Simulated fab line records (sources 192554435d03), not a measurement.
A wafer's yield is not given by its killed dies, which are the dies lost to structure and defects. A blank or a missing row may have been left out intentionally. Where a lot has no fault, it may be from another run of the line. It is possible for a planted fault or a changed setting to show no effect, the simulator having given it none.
Matching of chambers | flow n5_finfet | thermal_cvd_si-02 running N5_HKMG_FIN_CVD_62: 3 sister chambers
The step deposits a-Si from Si2H6, target thk 3 nm, time 20.8 s. 15 wafers are shown with their chamber, then 7 later ones without.

== WAFERS, EACH WITH ITS CHAMBER ==
wafer  | chamber | heater_power_w (W) | chamber_pressure_Torr (Torr)
L557.3 | 1       | 1352               | 0.9973
L557.4 | 0       | 1619               | 0.9975
L557.6 | 1       | 1382               | 0.9979
L559.3 | 1       | 1392               | 0.9959
L559.4 | 2       | 1722               | 0.9979
L559.6 | 0       | 1581               | 1.0041
L561.3 | 2       | 1673               | 1.0018
L561.4 | 0       | 1569               | 1.0020
L561.6 | 2       | 1679               | 0.9982
L563.1 | 1       | 1355               | 0.9997
L563.2 | 2       | 1658               | 0.9991
L563.5 | 1       | 1382               | 0.9977
L565.1 | 2       | 1682               | 1.0016
L565.2 | 1       | 1367               | 1.0053
L565.5 | 0       | 1580               | 1.0023

SIGNATURES (means of the wafers above)
reading               | chamber 0 | chamber 1 | chamber 2 | scatter within a chamber
heater_power_w        | 1587.25   | 1371.67   | 1682.80   | 20.4
chamber_pressure_Torr | 1.001475  | 0.998967  | 0.999720  | 0.00279
Rule: for a wafer and a chamber, the distance is found by dividing, reading by reading, the gap between the wafer's reading and the chamber's mean by the reading's scatter, squaring, summing and taking the root. The wafer belongs to the nearest chamber; if the next one is less than 2 further off, it can't be placed. The scatter: take each reading less its chamber's mean, square it, sum over the shown wafers, divide by the number of wafers less the number of chambers, and take the root.

== WAFERS WITHOUT THEIR CHAMBER ==
wafer  | heater_power_w (W) | chamber_pressure_Torr (Torr)
L567.4 | 1583               | 0.9948
L567.6 | 1685               | 1.0011
L569.1 | 1365               | 1.0055
L569.6 | 1379               | 1.0023
L579.4 | 1608               | 0.9976
L579.5 | 1349               | 1.0034
L579.6 | 1690               | 1.0016

== WHICH CHAMBER EACH WENT THROUGH ==
wafer  | from the rows above | in truth
L567.4 | 0                   | 0
L567.6 | 2                   | 2
L569.1 | 1                   | 1
L569.6 | 1                   | 1
L579.4 | 0                   | 0
L579.5 | 1                   | 1
L579.6 | 2                   | 2
Placed correctly: 7 of 7. Not placeable from these rows: 0. Placed wrongly: 0.
